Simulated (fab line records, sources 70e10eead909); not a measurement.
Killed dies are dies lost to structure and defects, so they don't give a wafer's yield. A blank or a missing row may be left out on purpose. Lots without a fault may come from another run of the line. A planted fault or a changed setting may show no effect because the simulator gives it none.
fab line records | flow nand_harc
record lots=7 wafers=21 last_day=25
route steps=1159 shown A_SGD_CUT@759
lots that met no fault: from a run of the same line without faults
start_h: hours from the record's first day to the start of the lot's first wafer shown | wait_h: hours since the lot's step before | " the same as in the row above | L1.1+2: a row that stands for several wafers | - no value, or no start given | * or withheld: withheld | < > ~ a bound
route shown NAME@n: a module of which the file shows steps, and the number in the route of the first | usual: mean/standard deviation of fault-free wafers | same: alike in all rows | chamber/n: place in a boat | sites: the reading at each site | _std_site: their standard deviation | _edge_site: outer sites' mean less inner sites' | radius_mm: how far each site lies from the wafer's centre | mask NAME#n: copy n | behind: the tool/chamber that last shaped the wafer | hold: why the lot was held/for how many hours/how that ended | device: the transistor (n, p or np) that didn't switch | end of line: the same wafers' tests at the end of the route | a step without rows: its recipe alone | killed: dies lost to structure and defects at the first sort, not the wafer's yield | map: a wafer's dies, x killed, . not, _ none there
set.NAME: the setting as run; set.NAME@STEP: as run at that earlier step | model.NAME: the simulator's own value behind a step, which no gauge read
lots at some steps of the route; a table a step, a row a wafer
services: from which hour (start_h, from the record's first day; less than 0 if before it) a tool's chamber was out of use, for how many hours, and why
## steps
# step NHARC_A_SGD_CUT_OVL_MEAS_10
# usual overlay_x_nm=-0.2/0.9 overlay_y_nm=0.0/0.92
# columns lot.wafer tool chamber start_h wait_h overlay_x_nm overlay_y_nm
L147.1 overlay-02 - 310.76 - -2.9 0.3
L147.2 " - " " -1.9 0.5
L147.6 " - " " -2.6 0.4
L153.1 overlay-02 - 349.67 - 1.4 1.2
L153.4 " - " " 1.3 0.3
L153.6 " - " " 1.2 1.2
L161.3 overlay-02 - 400.75 - 0.4 1.3
L161.4 " - " " 0.5 0.9
L161.6 " - " " 0.2 0.8
L163.1 overlay-01 - 407.18 - 0.0 -0.9
L163.3 " - " " 0.1 -0.5
L163.4 " - " " 0.0 -0.9
L164.1 overlay-01 - 416.74 - 1.0 -0.3
L164.4 " - " " 2.0 -0.1
L164.5 " - " " 1.6 -0.7
L167.4 overlay-01 - 433.11 - -0.3 -0.4
L167.5 " - " " -0.4 -0.7
L167.6 " - " " 0.0 -0.4
L169.1 overlay-02 - 459.11 - -0.3 -0.2
L169.4 " - " " -0.6 -0.3
L169.5 " - " " -0.3 0.5
# step NHARC_A_SGD_CUT_INSPECT_11
# usual raw_defect_count=18/8.5
# columns lot.wafer tool chamber start_h wait_h raw_defect_count
L147.1 defect_inspect-01 - 310.79 0.0 17
L147.2 " - " " 18
L147.6 " - " " 16
L153.1 defect_inspect-01 - 349.71 0.0 6
L153.4 " - " " 7
L153.6 " - " " 18
L161.3 defect_inspect-01 - 400.79 0.0 29
L161.4 " - " " 29
L161.6 " - " " 30
L163.1 defect_inspect-01 - 407.22 0.0 22
L163.3 " - " " 17
L163.4 " - " " 12
L164.1 defect_inspect-01 - 416.78 0.0 11
L164.4 " - " " 11
L164.5 " - " " 16
L167.4 defect_inspect-02 - 433.15 0.0 26
L167.5 " - " " 21
L167.6 " - " " 36
L169.1 defect_inspect-02 - 459.14 0.0 10
L169.4 " - " " 13
L169.5 " - " " 16
# step NHARC_A_SGD_CUT_DESCUM_14
# recipe time_s=3 o2_flow_sccm=200 ar_flow_sccm=0 bias_power_w=0 chemistry=O2
# usual chamber_pressure_mTorr=60.00/0.056 drypump_motor_current_A=5.9/0.48 oes_product_au=1.004/0.01 rf_vpp_V=57.8/0.96 showerhead_plenum_p_Torr=1.95/0.093 throttle_valve_pct=11.312/0.0086
# columns lot.wafer tool chamber start_h wait_h chamber_pressure_mTorr drypump_motor_current_A oes_product_au rf_hours_counter_h rf_vpp_V showerhead_plenum_p_Torr throttle_valve_pct
L147.2 rie_diel-06 3 310.86 0.1 60.13 6.3 0.997 5 57.3 1.99 11.309
L147.1 " 0 " " 59.98 6.3 1.020 5 57.5 1.93 11.308
L147.6 " 3 " " 60.02 6.3 1.004 - 59.0 1.99 11.295
L153.1 rie_diel-05 2 349.77 0.1 59.98 6.3 0.995 0 58.5 2.04 11.317
L153.4 " 1 " " 60.02 5.8 1.001 0 58.3 1.93 11.313
L153.6 " 2 " " 59.92 6.3 0.992 - 58.1 2.04 11.314
L161.4 rie_diel-05 0 400.87 0.1 59.92 5.2 1.014 5 58.9 1.78 11.312
L161.3 " 1 " " 60.01 5.8 1.012 6 58.6 1.93 11.314
L161.6 " 2 " " 60.00 6.4 0.999 - 57.5 2.03 11.322
L163.4 rie_diel-05 3 407.28 0.1 59.92 6.3 1.013 6 57.7 2.05 11.314
L163.3 " 0 " " 60.02 5.2 1.001 6 57.3 1.78 11.309
L163.1 " 1 " " 59.96 5.9 1.005 8 57.4 1.93 11.321
L164.1 rie_diel-06 2 416.84 0.1 60.06 6.0 1.010 14 56.9 1.90 11.303
L164.4 " 0 " " 60.02 6.4 1.000 16 58.4 1.93 11.291
L164.5 " 3 " " 60.02 6.3 1.007 - 57.8 1.99 11.334
L167.4 rie_diel-06 0 433.23 0.1 60.02 6.4 1.007 0 57.5 1.93 11.320
L167.6 " 1 " " 60.06 5.4 1.018 - 59.0 1.98 11.294
L167.5 " 2 " " 60.04 6.0 1.014 - 56.2 1.90 11.319
L169.4 rie_diel-05 1 459.21 0.1 60.02 5.8 1.002 14 57.9 1.93 11.323
L169.1 " 3 " " 60.04 6.4 1.016 13 58.4 2.05 11.303
L169.5 " 2 " " 60.07 6.4 0.992 - 57.1 2.03 11.322
# step NHARC_A_SGD_CUT_ETCH_58
# recipe target_depth_a=390 over_etch_frac=0.3 time_s=65 ion_energy_ev=80 cf4_flow_sccm=150 ar_flow_sccm=0 rf_w=300 bias_w=100 chemistry=CF4
# usual chamber_pressure_mTorr=50.01/0.047 drypump_motor_current_A=5.9/0.48 oes_product_au=1.003/0.01 rf_vpp_V=151.5/1.3 showerhead_plenum_p_Torr=1.79/0.082 throttle_valve_pct=13.282/0.0098
# columns lot.wafer tool chamber start_h wait_h chamber_pressure_mTorr drypump_motor_current_A oes_product_au rf_hours_counter_h rf_vpp_V showerhead_plenum_p_Torr throttle_valve_pct
L147.2 rie_diel-06 1 310.94 0.1 50.08 5.3 1.007 5 151.2 1.83 13.273
L147.1 " 3 " " 50.01 6.3 0.988 5 152.1 1.84 13.290
L147.6 " 1 " " 50.07 5.3 1.012 - 152.4 1.83 13.277
L153.4 rie_diel-05 0 349.85 0.1 50.03 5.2 1.002 0 149.4 1.65 13.273
L153.1 " 1 " " 49.99 5.8 1.008 0 150.7 1.78 13.271
L153.6 " 0 " " 50.02 5.2 1.004 - 150.3 1.65 13.297
L161.4 rie_diel-05 2 400.94 0.1 50.05 6.3 0.999 6 153.9 1.87 13.310
L161.3 " 0 " " 49.94 5.2 1.007 5 149.3 1.65 13.298
L161.6 " 2 " " 50.03 6.3 0.986 - 151.5 1.87 13.273
L163.4 rie_diel-05 3 407.37 0.1 50.03 6.4 1.004 6 153.8 1.89 13.292
L163.1 " 0 " " 49.97 5.2 1.011 6 149.7 1.65 13.284
L163.3 " 2 " " 50.08 6.3 0.996 7 152.6 1.87 13.288
L164.1 rie_diel-06 1 416.93 0.1 50.09 5.3 1.004 16 152.5 1.83 13.292
L164.4 " 3 " " 50.07 6.3 1.004 17 152.7 1.83 13.272
L164.5 " 0 " " 50.02 6.4 1.002 - 151.2 1.78 13.278
L167.4 rie_diel-06 3 433.30 0.1 50.10 6.3 0.993 0 151.7 1.83 13.271
L167.6 " 1 " " 50.10 5.3 1.007 - 153.3 1.83 13.285
L167.5 " 2 " " 50.07 6.0 1.009 - 150.9 1.75 13.284
L169.1 rie_diel-05 2 459.30 0.1 49.98 6.3 0.982 14 150.8 1.87 13.269
L169.4 " 0 " " 49.98 5.2 1.003 12 147.9 1.65 13.273
L169.5 " 1 " " 49.93 5.9 1.010 - 151.6 1.78 13.285
# step NHARC_A_SGD_CUT_ETCH_59
# recipe target_depth_a=2600 over_etch_frac=0.25 time_s=406.25 ion_energy_ev=200 n2_flow_sccm=150 h2_flow_sccm=150 ar_flow_sccm=0 rf_w=400 bias_w=150 chemistry=N2/H2
# usual chamber_pressure_mTorr=30.001/0.028 drypump_motor_current_A=5.9/0.47 oes_product_au=1.004/0.011 rf_vpp_V=431.7/3 showerhead_plenum_p_Torr=2.08/0.1 throttle_valve_pct=14.171/0.0089
# columns lot.wafer tool chamber start_h wait_h chamber_pressure_mTorr drypump_motor_current_A oes_product_au rf_hours_counter_h rf_vpp_V showerhead_plenum_p_Torr throttle_valve_pct
L147.1 rie_diel-06 1 - - 30.006 5.3 1.007 6 432.6 2.12 14.169
L147.2 " 2 " " 30.064 6.0 1.005 6 429.1 2.02 14.167
L147.6 " 1 " " 29.986 5.3 1.003 - 431.6 2.12 14.178
L153.4 rie_diel-05 1 - - 29.983 5.9 1.009 0 430.9 2.06 14.155
L153.1 " 0 " " 30.042 5.2 1.007 0 427.1 1.89 14.148
L153.6 " 2 " " 29.954 6.3 1.005 - 434.3 2.17 14.166
L161.4 rie_diel-05 0 - - 29.999 5.2 1.004 5 425.2 1.89 14.171
L161.3 " 1 " " 30.005 5.8 1.000 6 430.6 2.06 14.163
L161.6 " 3 " " 29.982 6.4 1.021 - 435.2 2.19 14.182
L163.3 rie_diel-05 2 - - 30.020 6.3 1.005 7 435.1 2.17 14.163
L163.4 " 0 " " 29.969 5.2 1.011 6 426.8 1.89 14.173
L163.1 " 1 " " 29.976 5.8 1.013 8 430.4 2.06 14.166
L164.1 rie_diel-06 3 - - 30.011 6.3 0.996 17 433.7 2.12 14.154
L164.4 " 0 " " 29.982 6.4 1.012 16 431.5 2.06 14.172
L164.5 " 2 " " 30.012 6.0 1.010 - 431.4 2.02 14.180
L167.4 rie_diel-06 0 - - 30.022 6.4 1.012 0 430.5 2.06 14.173
L167.6 " 3 " " 29.988 6.3 0.993 - 433.2 2.12 14.171
L167.5 " 0 " " 30.001 6.4 1.011 - 430.7 2.06 14.173
L169.4 rie_diel-05 2 - - 29.972 6.3 0.987 14 435.0 2.17 14.167
L169.1 " 3 " " 29.992 6.4 1.004 13 433.8 2.19 14.182
L169.5 " 2 " " 30.024 6.3 0.982 - 434.6 2.17 14.171
# step NHARC_A_SGD_CUT_ETCH_15
# recipe target_depth_a=750 time_s=64.3 ch3f_flow_sccm=50 o2_flow_sccm=30 ar_flow_sccm=200 rf_w=500 bias_w=100 chemistry=CH3F/O2
# step NHARC_A_SGD_CUT_ETCH_16
# recipe target_depth_a=3105 time_s=155.2 c4f8_flow_sccm=withheld o2_flow_sccm=8 ar_flow_sccm=withheld rf_w=600 bias_w=800 chemistry=C4F8/O2/Ar
# usual chamber_pressure_mTorr=25.000/0.022 oes_product_au=0.973/0.018 rf_vpp_V=725/4.6
# columns lot.wafer tool chamber start_h wait_h chamber_pressure_mTorr oes_product_au rf_hours_counter_h rf_vpp_V
L147.2 rie_diel-06 0 - - 24.995 0.997 6 724
L147.1 " 3 " " 24.987 0.976 5 727
L147.6 " 1 " " 24.970 0.985 - 727
L153.1 rie_diel-05 1 - - 24.996 0.982 0 723
L153.4 " 0 " " 24.997 0.988 0 717
L153.6 " 1 " " 25.058 0.986 - 724
L161.4 rie_diel-05 3 - - 24.993 0.970 5 729
L161.3 " 0 " " 25.000 0.951 5 717
L161.6 " 2 " " 24.998 0.950 - 728
L163.4 rie_diel-05 0 - - 24.982 0.967 6 715
L163.1 " 1 " " 24.995 0.994 8 725
L163.3 " 2 " " 24.991 0.981 7 730
L164.1 rie_diel-06 0 - - 24.991 0.998 16 725
L164.4 " 3 " " 24.969 0.977 17 728
L164.5 " 0 " " 25.042 0.999 - 724
L167.4 rie_diel-06 3 - - 25.027 0.972 1 727
L167.5 " 3 " " 24.965 0.982 - 727
L167.6 " 0 " " 25.027 1.005 - 723
L169.4 rie_diel-05 1 - - 25.013 0.974 14 724
L169.1 " 2 " " 24.987 0.961 15 729
L169.5 " 0 " " 24.990 1.004 - 715
# step NHARC_A_SGD_CUT_STRIP_60
# recipe c4f8_flow_sccm=withheld o2_flow_sccm=8 ar_flow_sccm=withheld bias_w=0 chemistry=C4F8/O2/Ar
# step NHARC_A_SGD_CUT_STRIP_17
# recipe o2_flow_sccm=500 ar_flow_sccm=0 bias_w=0 chemistry=O2
# step NHARC_A_SGD_CUT_PRECLEAN_18
# recipe time_s=* temp_c=50 bath_age_min=0 chemistry=SC1
# step NHARC_A_SGD_CUT_SRD_19
# step NHARC_A_SGD_CUT_DEP_20
# recipe target_thk_a=1500 temp_c=65 material=SiO2
# step NHARC_A_SGD_CUT_ANNEAL_27
# recipe temp_c=450 time_s=1800
# usual run_length_s=1818/6.2 spike_tc_bottom_C=475.1/2.4 spike_tc_lower_C=450.3/1.1
# columns lot.wafer tool chamber start_h wait_h run_length_s spike_tc_bottom_C spike_tc_lower_C
L147.1 furnace-01 0 316.14 4.1 1826 472.8 448.4
L147.2 " 0 " " 1826 474.0 450.9
L147.6 " 0 " " 1826 475.7 449.9
L153.1 furnace-01 0 353.66 2.7 1823 471.8 448.8
L153.4 " 0 " " 1823 472.7 452.1
L153.6 " 0 " " 1823 474.2 448.8
L161.3 furnace-01 - 411.64 9.6 - - -
L161.4 " - " " - - -
L161.6 " - " " - - -
L163.1 furnace-01 - 411.64 3.2 - - -
L163.3 " - " " - - -
L163.4 " - " " - - -
L164.1 furnace-01 - 420.70 2.7 - - -
L164.4 " - " " - - -
L164.5 " - " " - - -
L167.4 furnace-05 0 437.20 2.8 1814 478.7 451.8
L167.5 " 0 " " 1814 478.2 450.1
L167.6 " 0 " " 1814 478.3 451.3
L169.1 furnace-05 0 465.20 4.8 1806 479.4 449.5
L169.4 " 0 " " 1806 477.3 448.8
L169.5 " 0 " " 1806 477.0 450.8
# step NHARC_A_SGD_CUT_CMP_21
# recipe target_thk_nm=148.19
# usual motor_current_A=12.2/1.2 time_to_endpoint_s=48/3.4
# columns lot.wafer tool chamber start_h wait_h motor_current_A time_to_endpoint_s
L147.1 cmp-03 3 317.61 0.4 10.5 54
L147.2 " 0 " " 12.1 52
L147.6 " 1 " " 12.2 53
L153.1 cmp-03 0 355.10 0.4 11.8 44
L153.4 " 1 " " 12.1 50
L153.6 " 1 " " 12.2 54
L161.4 cmp-01 1 413.11 0.4 11.6 55
L161.3 " 0 " " 11.8 50
L161.6 " 2 " " 11.4 51
L163.1 cmp-03 2 413.18 0.4 12.7 53
L163.3 " 3 " " 10.0 50
L163.4 " 0 " " 12.2 47
L164.1 cmp-01 1 422.19 0.4 10.7 50
L164.4 " 3 " " 12.5 47
L164.5 " 1 " " 11.7 52
L167.4 cmp-03 0 438.70 0.4 12.2 43
L167.6 " 2 " " 13.1 51
L167.5 " 3 " " 10.2 49
L169.1 cmp-01 3 466.67 0.4 11.9 46
L169.4 " 1 " " 11.8 49
L169.5 " 3 " " 11.6 45
## services
# columns tool chamber start_h hours kind
rie_diel-05 0 290.93 32.6 repair
rie_diel-05 1 295.17 - clean
rie_diel-05 2 295.17 - clean
rie_diel-05 3 295.17 - clean
cmp-03 - 302.40 1.2 repair
rie_diel-05 1 305.71 16.6 repair
rie_diel-05 2 319.67 - clean
rie_diel-05 3 319.67 - clean
rie_diel-05 - 340.67 9.0 pm
rie_diel-05 0 340.67 9.0 vent_cycle
rie_diel-05 1 340.67 9.0 vent_cycle
rie_diel-05 2 340.67 9.0 vent_cycle
rie_diel-06 2 341.90 8.8 repair
rie_diel-06 1 343.08 5.3 repair
rie_diel-06 0 353.39 3.1 repair
rie_diel-06 2 360.25 8.9 repair
cmp-03 - 367.63 4.0 pm
cmp-01 - 377.21 4.0 pm
cmp-01 - 402.32 5.7 repair
furnace-05 - 404.87 26.0 pm
cmp-01 - 414.89 0.5 repair
rie_diel-06 - 418.20 9.0 pm
cmp-03 - 445.94 1.0 repair
cmp-03 - 465.63 4.0 pm
## key
first_sign step=NHARC_A_SGD_CUT_ANNEAL_27 reading=tool_record direction=missing
effect none on later readings
met_at NHARC_A_SGD_CUT_ANNEAL_27
struck_wafers L161.3,L161.4,L161.6,L163.1,L163.3,L163.4,L164.1,L164.4,L164.5
later_rows_left_out L161.3,L161.4,L161.6,L163.1,L163.3,L163.4,L164.1,L164.4,L164.5
sort_left_out L161.3,L161.4,L161.6,L163.1,L163.3,L163.4,L164.1,L164.4,L164.5
tester_left_out L161,L163,L164
onset_between 353.66 411.64
fault kind=skipped_step_whole tool=furnace-01 chamber=- onset_h=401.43 steps=NHARC_A_SGD_CUT_ANNEAL_27 scope=struck_lots_only
# tester_left_out: of these lots the tester's yield and bins aren't shown, on N5 and GAA mostly nor the transistor test; their killed dies are dies lost to structure and defects alone, not to doping, threshold or leakage, so they don't give the yield
# sort_left_out: the simulated sort isn't trusted on such a fault, so these wafers' sort isn't shown, and their yield isn't known
# later_rows_left_out: the simulator's readings of these wafers behind a module that went badly wrong aren't trusted and aren't shown, but for the sort
